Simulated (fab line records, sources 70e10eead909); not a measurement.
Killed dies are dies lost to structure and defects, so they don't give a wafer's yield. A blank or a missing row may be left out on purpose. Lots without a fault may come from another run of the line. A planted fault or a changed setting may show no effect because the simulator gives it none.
A struck lot beside a sound one | flow nand_harc | 14 steps out of a route of 1159
Sound: wafers L751.1, L751.4, L751.6. Struck: wafers L756.2, L756.3, L756.4. The cause comes at the end.
At each step with rows: each side's tool, then ch and its chambers, then its first start. Under that, the readings that differ: sound wafers | struck wafers | difference of the means | sigmas: that difference in standard deviations of wafers without a fault.
alike: readings whose means differ by less than 2 such deviations, and words and numbers that are the same on both sides. not compared: withheld readings, readings that some wafer has no value for, bounds like >300 that may hide the same value, and numbers for which the record gives no deviation and whose values overlap.
The two part at a step that has a row with sigmas, a row that says differs or no value, or rows on one side only. Numbers that don't overlap but have no deviation are shown without sigmas and don't part them. A reading that every wafer of one side lacks parts them only if that side has two wafers or more.

first, 1 step without rows for these wafers: NHARC_P_M0_DEVELOP_08 (develop time 35 s).
NHARC_P_M0_CD_MEAS_09: target cd 90 nm.
  sound on cd_sem-03 ch 0, day 9 01:45; struck on cd_sem-01 ch 0, day 10 00:00
  alike: cd_nm
NHARC_P_M0_OVL_MEAS_10: pitch 180 nm.
  sound on overlay-02, day 9 01:50; struck on overlay-01, day 10 00:05
  alike: overlay_x_nm, overlay_y_nm
NHARC_P_M0_INSPECT_11:
  sound on defect_inspect-01, day 9 01:53; struck on defect_inspect-01, day 10 00:07
  alike: raw_defect_count
then, 2 steps without rows for these wafers: NHARC_P_M0_DESCUM_14 (chemistry O2, time 3 s); NHARC_P_M0_ETCH_34 (etches the open film in N2/H2, target depth 40 nm, overetch 12 nm, time 43.94 s).
NHARC_P_M0_ETCH_15: etches the open film in C4F8/Ar, target depth 150 nm, overetch 15 nm, time 82.5 s.
  sound on rie_diel-02 ch 0,1,2; struck on rie_diel-02 ch 1,2,3
  alike: oes_product_au, rf_vpp_V
  not compared: rf_hours_counter_h
NHARC_P_M0_CD_MEAS_16:
  sound on cd_sem-02, day 9 02:15; struck on cd_sem-02, day 10 00:29
  reading    | sound          | struck         | difference | sigmas
  cd_nm (nm) | 89.8 88.7 89.6 | 91.5 90.7 91.7 | +1.9       | +2
NHARC_P_M0_STRIP_18: strips in N2/H2.
  sound on rie_diel-06 ch 0,3, day 9 02:21; struck on rie_diel-13 ch 0,2,3, day 10 00:35
  reading                | sound                | struck               | difference | sigmas
  throttle_valve_pct (%) | 14.182 14.180 14.180 | 14.167 14.145 14.152 | -0.026     | -3
  alike: drypump_motor_current_A, oes_product_au, rf_vpp_V, showerhead_plenum_p_Torr
  not compared: rf_hours_counter_h
then, 1 step without rows for these wafers: NHARC_P_M0_STRIP_19 (strips in post etch residue remover, time 600 s).
NHARC_P_M0_DEGAS_28: time 60 s.
  sound on pvd_sputter-01, day 9 02:53; struck on pvd_sputter-03, day 10 01:07
  alike: heater_power_w
NHARC_P_M0_PRE_CLEAN_29: time 30 s.
  sound on pvd_sputter-01; struck on pvd_sputter-03
  alike: heater_power_w
NHARC_P_M0_PVD_20: deposits TaN, target thk 5 nm, time 8.06 s.
  sound on pvd_sputter-01, day 9 03:01; struck on pvd_sputter-03, day 10 01:13
  no value came back on the struck wafers for bias_v (V), cathode_dc_power_W (W), throttle_valve_pct (%); on the sound wafers bias_v (V) reads 168.1 166.6 165.8
NHARC_P_M0_PVD_21: deposits Cu, target thk 30 nm, time 20.49 s.
  sound on pvd_sputter-01; struck on pvd_sputter-03
  alike: cathode_dc_power_W, chamber_pressure_pa, throttle_valve_pct

WHERE THEY PART
First at NHARC_P_M0_CD_MEAS_16; last, within this record, at NHARC_P_M0_PVD_20. Later steps at which nothing parts them and some readings are alike: NHARC_P_M0_PVD_21.

WHY: what the simulator had put in
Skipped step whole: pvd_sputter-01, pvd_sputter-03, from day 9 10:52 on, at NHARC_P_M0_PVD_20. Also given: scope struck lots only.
